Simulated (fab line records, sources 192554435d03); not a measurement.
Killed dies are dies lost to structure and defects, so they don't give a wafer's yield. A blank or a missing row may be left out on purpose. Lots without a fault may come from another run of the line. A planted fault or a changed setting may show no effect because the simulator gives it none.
Chamber matching | flow n5_finfet | N5_BEOL_M3_ETCHBACK_99 on rie_diel-01: 4 sister chambers
The step etches SiO2 in CHF3, target depth 5 nm, time 10.4 s. 20 wafers are shown with their chamber, then 10 later ones without.

WAFERS WITH THEIR CHAMBER
wafer  | chamber | drypump_motor_current_A (A) | showerhead_plenum_p_Torr (Torr) | throttle_valve_pct (%)
L079.1 | 0       | 5.6                         | 2.11                            | 17.00
L079.2 | 2       | 6.3                         | 2.05                            | 16.92
L079.3 | 1       | 5.4                         | 2.18                            | 17.46
L080.1 | 1       | 5.5                         | 2.18                            | 17.47
L080.5 | 0       | 5.7                         | 2.11                            | 16.99
L080.6 | 1       | 5.5                         | 2.18                            | 17.44
L084.1 | 1       | 5.5                         | 2.17                            | 17.48
L084.3 | 2       | 6.3                         | 2.04                            | 16.93
L084.4 | 2       | 6.3                         | 2.04                            | 16.95
L085.1 | 1       | 5.5                         | 2.17                            | 17.49
L085.2 | 3       | 5.4                         | 2.15                            | 17.23
L085.6 | 2       | 6.3                         | 2.04                            | 16.94
L087.1 | 1       | 5.5                         | 2.17                            | 17.49
L087.2 | 2       | 6.3                         | 2.04                            | 16.96
L087.3 | 3       | 5.4                         | 2.15                            | 17.24
L091.1 | 3       | 5.4                         | 2.15                            | 17.24
L091.2 | 2       | 6.3                         | 2.03                            | 16.97
L091.6 | 2       | 6.3                         | 2.03                            | 16.98
L094.2 | 2       | 6.3                         | 2.03                            | 16.99
L094.3 | 1       | 5.5                         | 2.16                            | 17.53

SIGNATURES (means of the wafers above)
reading                  | chamber 0 | chamber 1 | chamber 2 | chamber 3 | scatter within a chamber
drypump_motor_current_A  | 5.650     | 5.486     | 6.300     | 5.400     | 0.0291
showerhead_plenum_p_Torr | 2.1100    | 2.1729    | 2.0375    | 2.1500    | 0.00658
throttle_valve_pct       | 16.9950   | 17.4800   | 16.9550   | 17.2367   | 0.0239
Rule: a wafer's distance from a chamber is the root of the sum, over the readings, of the square of ((its reading less the chamber's mean) divided by the reading's scatter). The wafer belongs to the nearest chamber; if the next one is less than 2 further off, it can't be placed. The scatter: the root of (the sum of the squares of (reading less its chamber's mean) over the shown wafers, divided by (wafers less chambers)).

WAFERS WITHOUT THEIR CHAMBER
wafer  | drypump_motor_current_A (A) | showerhead_plenum_p_Torr (Torr) | throttle_valve_pct (%)
L094.5 | 5.4                         | 2.15                            | 17.28
L093.1 | 5.4                         | 2.16                            | 17.53
L093.2 | 6.3                         | 2.03                            | 17.00
L093.3 | 5.4                         | 2.15                            | 17.27
L095.1 | 5.5                         | 2.16                            | 17.54
L095.3 | 6.2                         | 2.03                            | 16.97
L095.6 | 5.4                         | 2.15                            | 17.29
L097.1 | 5.4                         | 2.15                            | 17.27
L097.3 | 5.5                         | 2.16                            | 17.52
L097.6 | 6.3                         | 2.03                            | 17.00

WHICH CHAMBER EACH WENT THROUGH
wafer  | from the rows above | in truth
L094.5 | 3                   | 3
L093.1 | 1                   | 1
L093.2 | 2                   | 2
L093.3 | 3                   | 3
L095.1 | 1                   | 1
L095.3 | 2                   | 2
L095.6 | 3                   | 3
L097.1 | 3                   | 3
L097.3 | 1                   | 1
L097.6 | 2                   | 2
Placed correctly: 10 of 10. Can't be placed from these rows: 0. Placed wrongly: 0.
